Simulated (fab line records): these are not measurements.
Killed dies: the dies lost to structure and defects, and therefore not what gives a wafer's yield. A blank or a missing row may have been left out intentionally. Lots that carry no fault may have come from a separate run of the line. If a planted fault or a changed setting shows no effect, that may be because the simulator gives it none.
2 desks looking at one fault :: flow n5Finfet :: what lay behind the numbers comes last; until then each desk has only its own

== THE TOOL OWNER'S DESK: cmp-03 ==
The tool's own readings at N5_BEOL_M10_CMP_52 (polishes, stops on SiCOH lowk, t overpolish 7 s, target thk 140 nm): means of the sampled wafers that have a number, for each lot that ran on this tool. A lot is out of limits, marked OUT, if its mean lies more than 4 standard deviations from the usual mean; the brackets give that distance.
Columns: A = barrierFieldEndpointS at N5_BEOL_M10_CMP_52, usual 29.1 s; B = clearingPlatenRpm at N5_BEOL_M10_CMP_52, usual 49.997 rpm; C = motorCurrentA at N5_BEOL_M10_CMP_52, usual 6.1 A; D = overpolishRunS at N5_BEOL_M10_CMP_52, usual 7.000 s; E = platenRpm at N5_BEOL_M10_CMP_52, usual 50.00 rpm; F = slurryFlowMlMin at N5_BEOL_M10_CMP_52, usual 149.9; G = timeToEndpointS at N5_BEOL_M10_CMP_52, usual 65.7 s
lot: L515
first seen here: day 10 19:58
A: 28.7
B: 49.995
C: 6.4
D: 7.003
E: 49.99
F: 149.9
G: 67.1

lot: L517
first seen here: day 11 08:49
A: 29.1
B: 49.978
C: 6.5
D: 7.000
E: 49.98
F: 150.0
G: 64.4

lot: L527
first seen here: day 13 21:46
A: 28.8
B: 50.019
C: 6.4
D: 7.000
E: 49.98
F: 150.5
G: 64.9

lot: L528
first seen here: day 14 23:30
A: 31.0
B: 49.979
C: 6.3
D: 6.993
E: 48.06 (-61) OUT
F: 150.0
G: 69.9

lot: L530
first seen here: day 14 23:53
A: 29.2
B: 49.995
C: 6.3
D: 7.007
E: 47.96 (-64) OUT
F: 151.0
G: 64.4
This desk's verdict: out of limits on L528, L530, starting with L528 at day 14 23:30 (platenRpm at N5_BEOL_M10_CMP_52). L515, L517, L527: within limits.

== THE DEFECT DESK ==
What the inspections along the route counted, lot by lot: means of the sampled wafers that have a number. A lot is out of limits, marked OUT, if its mean lies more than 4 standard deviations from the usual mean; the brackets give that distance.
Columns: A = rawDefectCount at N5_BEOL_M10_INSPECT_30, usual 423
lot: L515
first seen here: day 10 16:55
A: 433

lot: L517
first seen here: day 11 04:45
A: 696

lot: L520
first seen here: day 11 17:35
A: 558

lot: L523
first seen here: day 13 04:13
A: 388

lot: L527
first seen here: day 13 18:50
A: 486

lot: L528
first seen here: day 14 19:24
A: 481

lot: L530
first seen here: day 14 19:26
A: 649

lot: L535
first seen here: day 16 01:56
A: 468

lot: L533
first seen here: day 16 02:07
A: 357

lot: L537
first seen here: day 17 04:10
A: 313

lot: L538
first seen here: day 17 11:16
A: 393
Result from this desk: across the 11 lots, nothing is out of limits.

== BROUGHT TOGETHER ==
The tool owner's desk could have raised an alarm at day 14 23:30, on L528, L530.
No out-of-limits result turned up at the defect desk.
The defect desk has L528, L530 on record, within its limits.
N5_BEOL_M10_CMP_52 was run on cmp-03 by each of the lots named.

== WHAT THE SIMULATOR PUT IN ==
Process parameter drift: cmp-03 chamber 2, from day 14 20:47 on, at N5_BEOL_M10_CMP_52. Setting platenRpm shifted by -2 from 50. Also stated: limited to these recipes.
Struck lots among those shown: L528, L530.
Delay in hours, fault start to first out-of-limits reading, by desk: the tool owner's desk at 3.
